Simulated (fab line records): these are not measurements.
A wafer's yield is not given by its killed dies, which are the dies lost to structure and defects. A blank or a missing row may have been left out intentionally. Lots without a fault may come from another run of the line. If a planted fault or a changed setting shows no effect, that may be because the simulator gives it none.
Split-lot study -- flow n5Finfet -- 7 lots, 21 wafers read, on a route of 1938 steps

== ON THE SPLIT ==
At N5_FIN_CUT_COAT_29 (time 60 s, resist thk 10 nm), the setting spinRpm was moved away from the recipe's 1500 rpm on 7 of the 21 wafers read, by -7.2% to +8.3%. The other wafers ran this setting at the recipe's value.

== FROM THE SPLIT TO THE READING: what the file shows between them, 4 steps ==
- N5_FIN_CUT_COAT_02: resist thk 30 nm
- N5_FIN_CUT_EBR_04
- N5_FIN_CUT_DESCUM_13: chemistry O2, time 7 s
- N5_FIN_CUT_ETCH_30: etches underlayer in N2/H2, target depth 13 nm, time 10.4 s

== THE READING ==
underlayer_of_FIN_CUT_COAT_29.thkNm (the simulator's own value, which no gauge read), in nm, at N5_FIN_CUT_ETCH_20 (etches SiARC in CF4, target depth 26 nm, time 43.3 s). The file does not state a usual value for it. Average 9.3 nm, standard deviation 0.09 nm, over the 14 wafers here run with the recipe.

wafer,"tool, chamber at the split","spinRpm as run, rpm",against the recipe,"underlayer_of_FIN_CUT_COAT_29.thkNm, nm",against lot-mates on the recipe
L079.3,"lithoTrack-04, 0",1500,recipe,9.2,-
L079.4,"lithoTrack-04, 0",1444,-3.7%,9.4,+0.2
L079.6,"lithoTrack-04, 0",1500,recipe,9.2,-
L081.1,"lithoTrack-05, 0",1590,+6.0%,9,-0.4
L081.2,"lithoTrack-05, 0",1590,+6.0%,9,-0.4
L081.4,"lithoTrack-05, 0",1500,recipe,9.4,-
L088.1,"lithoTrack-04, 0",1500,recipe,9.4,-
L088.3,"lithoTrack-04, 0",1500,recipe,9.2,-
L088.4,"lithoTrack-04, 0",1500,recipe,9.2,-
L091.2,"lithoTrack-05, 0",1392,-7.2%,9.6,+0.2
L091.3,"lithoTrack-05, 0",1392,-7.2%,9.8,+0.4
L091.5,"lithoTrack-05, 0",1500,recipe,9.4,-
L094.3,"lithoTrack-03, 0",1500,recipe,9.2,-
L094.4,"lithoTrack-03, 0",1500,recipe,9.2,-
L094.6,"lithoTrack-03, 0",1500,recipe,9.2,-
L095.2,"lithoTrack-05, 0",1625,+8.3%,8.8,-0.4
L095.3,"lithoTrack-05, 0",1500,recipe,9.2,-
L095.6,"lithoTrack-05, 0",1625,+8.3%,8.8,-0.4
L096.3,"lithoTrack-03, 0",1500,recipe,9.2,-
L096.4,"lithoTrack-03, 0",1500,recipe,9.4,-
L096.6,"lithoTrack-03, 0",1500,recipe,9.2,-

THE FIT
A straight line over all 21 wafers: underlayer_of_FIN_CUT_COAT_29.thkNm changes by -0.0539 nm for each +1% of spinRpm; r = -0.93; the points scatter about the line by 0.089 nm.
The same after taking each lot's own level away (the mean of its wafers on the recipe; 21 wafers): -0.0499 nm for each +1%; r = -0.94; scatter 0.072 nm.
According to that fit, moving spinRpm by its largest amount changes the reading by 0.42 nm.
Across the lots, their own levels run from 9.20 to 9.40 nm, a range of 2.2 times the standard deviation given above.
The two slopes are in agreement: the lot-to-lot level therefore moves the slope only a little.
Check: with one of the wafers moved furthest among these (+8.3%) left out of the fit, the line predicts -0.438 nm for it against its lot-mates. Against them it came out at -0.4 nm.

== THE OTHER SPLITS THESE WAFERS WENT THROUGH ==
Other splits were also applied to these wafers ahead of the reading. Each is held against what the fit with the lots' levels taken away leaves over:
other split on the same wafers,wafers away from the commonest value,r with underlayer_of_FIN_CUT_COAT_29.thkNm (lot level and that fit taken away)
N5_ZERO_LAYER_PECVD_02 timeS,7,+0.04
N5_ZERO_LAYER_EXPOSE_08 doseMj,6,-0.15
N5_PMOS_HMC_CHANNEL_EPI_PEB_07 pebTimeS,9,-0.01
N5_PMOS_HMC_CHANNEL_EPI_DEVELOP_08 developTimeS,5,+0.35
N5_FIN_CUT_COAT_19 spinRpm,6,+0.07

== THE WHOLE CHAIN: every reading that the file lists as answering this split, in the file's order ==
step,what it does,reading,change (the file's fit),r (the file's)
N5_FIN_CUT_COAT_29,"time 60 s, resist thk 10 nm","underlayer_of_FIN_CUT_COAT_29.thkNm (the simulator's own value, which no gauge read)",-0.0547 nm for each +1% of the setting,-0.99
N5_FIN_CUT_ETCH_30,"etches underlayer in N2/H2, target depth 13 nm, time 10.4 s","etch.depthNm (the simulator's own value, which no gauge read)",-0.0494 nm for each +1% of the setting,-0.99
N5_FIN_CUT_ETCH_30,"etches underlayer in N2/H2, target depth 13 nm, time 10.4 s","CAR-EUV_of_FIN_CUT_COAT_02.thkNm (the simulator's own value, which no gauge read)",+0.0721 nm for each +1% of the setting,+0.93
N5_FIN_CUT_ETCH_20,"etches SiARC in CF4, target depth 26 nm, time 43.3 s","underlayer_of_FIN_CUT_COAT_29.thkNm (the simulator's own value, which no gauge read)",-0.0505 nm for each +1% of the setting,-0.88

== FILE'S OWN FIT ==
underlayer_of_FIN_CUT_COAT_29.thkNm changes by -0.0505 nm for each +1% of spinRpm, r = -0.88.
